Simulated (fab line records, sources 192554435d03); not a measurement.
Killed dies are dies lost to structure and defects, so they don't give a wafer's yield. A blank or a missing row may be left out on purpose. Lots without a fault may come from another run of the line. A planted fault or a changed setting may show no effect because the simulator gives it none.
Chamber matching | flow n5_finfet | N5_FIN_CUT_DESCUM_13 on rie_diel-06: 4 sister chambers
The step chemistry O2, time 7 s. 24 wafers are shown with their chamber, then 12 later ones without.

WAFERS WITH THEIR CHAMBER
wafer  | chamber | showerhead_plenum_p_Torr (Torr) | throttle_valve_pct (%) | drypump_motor_current_A (A)
L074.1 | 0       | 2.15                            | 20.80                  | 5.8
L074.3 | 1       | 2.20                            | 20.79                  | 6.3
L074.4 | 3       | 2.03                            | 20.29                  | 5.9
L076.1 | 1       | 2.20                            | 20.79                  | 6.3
L076.2 | 2       | 1.98                            | 20.52                  | 5.5
L076.4 | 0       | 2.15                            | 20.82                  | 5.8
L077.1 | 0       | 2.15                            | 20.82                  | 5.8
L077.4 | 2       | 1.98                            | 20.53                  | 5.4
L077.5 | 2       | 1.98                            | 20.54                  | 5.5
L078.3 | 1       | 2.20                            | 20.80                  | 6.4
L078.4 | 2       | 1.98                            | 20.53                  | 5.4
L078.5 | 3       | 2.03                            | 20.30                  | 5.9
L080.2 | 0       | 2.15                            | 20.82                  | 5.8
L080.5 | 2       | 1.98                            | 20.53                  | 5.4
L080.6 | 1       | 2.19                            | 20.80                  | 6.3
L085.2 | 1       | 2.19                            | 20.83                  | 6.3
L085.3 | 0       | 2.15                            | 20.85                  | 5.8
L085.4 | 1       | 2.19                            | 20.83                  | 6.3
L086.1 | 1       | 2.19                            | 20.84                  | 6.3
L086.3 | 0       | 2.15                            | 20.85                  | 5.8
L086.5 | 0       | 2.15                            | 20.85                  | 5.8
L087.1 | 0       | 2.15                            | 20.83                  | 5.8
L087.5 | 2       | 1.97                            | 20.54                  | 5.5
L087.6 | 1       | 2.19                            | 20.83                  | 6.3

SIGNATURES (means of the wafers above)
reading                  | chamber 0 | chamber 1 | chamber 2 | chamber 3 | scatter within a chamber
showerhead_plenum_p_Torr | 2.1500    | 2.1938    | 1.9783    | 2.0300    | 0.00368
throttle_valve_pct       | 20.8300   | 20.8137   | 20.5317   | 20.2950   | 0.0169
drypump_motor_current_A  | 5.800     | 6.312     | 5.450     | 5.900     | 0.0345
Rule: a wafer's distance from a chamber is the root of the sum, over the readings, of the square of ((its reading less the chamber's mean) divided by the reading's scatter). The wafer belongs to the nearest chamber; if the next one is less than 2 further off, it can't be placed. The scatter: the root of (the sum of the squares of (reading less its chamber's mean) over the shown wafers, divided by (wafers less chambers)).

WAFERS WITHOUT THEIR CHAMBER
wafer  | showerhead_plenum_p_Torr (Torr) | throttle_valve_pct (%) | drypump_motor_current_A (A)
L091.3 | 2.14                            | 20.86                  | 5.8
L091.4 | 2.02                            | 20.32                  | 5.9
L091.5 | 2.19                            | 20.84                  | 6.4
L092.2 | 1.97                            | 20.58                  | 5.5
L092.4 | 2.02                            | 20.34                  | 5.9
L092.5 | 2.19                            | 20.84                  | 6.3
L093.3 | 2.02                            | 20.34                  | 5.9
L093.5 | 2.14                            | 20.87                  | 5.8
L093.6 | 2.19                            | 20.86                  | 6.4
L097.3 | 2.18                            | 20.88                  | 6.4
L097.5 | 1.97                            | 20.58                  | 5.4
L097.6 | 2.18                            | 20.86                  | 6.4

WHICH CHAMBER EACH WENT THROUGH
wafer  | from the rows above | in truth
L091.3 | 0                   | 0
L091.4 | 3                   | 3
L091.5 | 1                   | 1
L092.2 | 2                   | 2
L092.4 | 3                   | 3
L092.5 | 1                   | 1
L093.3 | 3                   | 3
L093.5 | 0                   | 0
L093.6 | 1                   | 1
L097.3 | 1                   | 1
L097.5 | 2                   | 2
L097.6 | 1                   | 1
Placed correctly: 12 of 12. Can't be placed from these rows: 0. Placed wrongly: 0.
